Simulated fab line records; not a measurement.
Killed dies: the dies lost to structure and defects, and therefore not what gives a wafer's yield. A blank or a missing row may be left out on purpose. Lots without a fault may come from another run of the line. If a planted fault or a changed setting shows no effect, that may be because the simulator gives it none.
Chamber matching    flow n5-finfet    N5_GATE_CUT_CMP_02 on cmp-03 has 4 sister chambers
The step polishes, stops on SiO2, t overpolish 12.7 s, target thk 0 nm. 4 wafers are shown with their chamber, then 8 later ones without.

WAFERS, EACH WITH ITS CHAMBER
wafer   chamber  motor-current-A (A)
L078.4  2        11.1
L082.3  0        9.0
L082.4  1        8.5
L083.4  3        8.6

WAFERS WITHOUT THEIR CHAMBER
wafer   motor-current-A (A)
L083.5  11.2
L083.6  8.3
L085.1  9.1
L085.2  11.0
L085.6  8.5
L086.2  8.9
L086.5  8.7
L086.6  10.6

CHAMBER TAKEN BY EACH
wafer   from the rows above           in truth
L083.5  2                             2
L083.6  can't be placed: 1 or 3       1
L085.1  can't be placed: 0 or 3       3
L085.2  2                             2
L085.6  can't be placed: 1 or 3       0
L086.2  can't be placed: 0 or 3 or 1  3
L086.5  can't be placed: 3 or 1 or 0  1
L086.6  2                             2
Placed correctly: 3 of 8. From these rows, 5 cannot be placed; in 4 the true chamber is one of the candidates. 0 placed wrongly.
How it was worked out, from the rows above alone: a wafer's distance from a chamber is the root of the sum, over the readings, of the square of ((its reading less the chamber's mean) divided by the reading's scatter). The wafer belongs to the nearest chamber; if the next one is less than 2 further off, it can't be placed. Each chamber's mean is taken over the wafers shown for it. The scatter: with one shown wafer a chamber, the root of the mean of the squares of how far each hidden wafer lies from its nearest shown one.
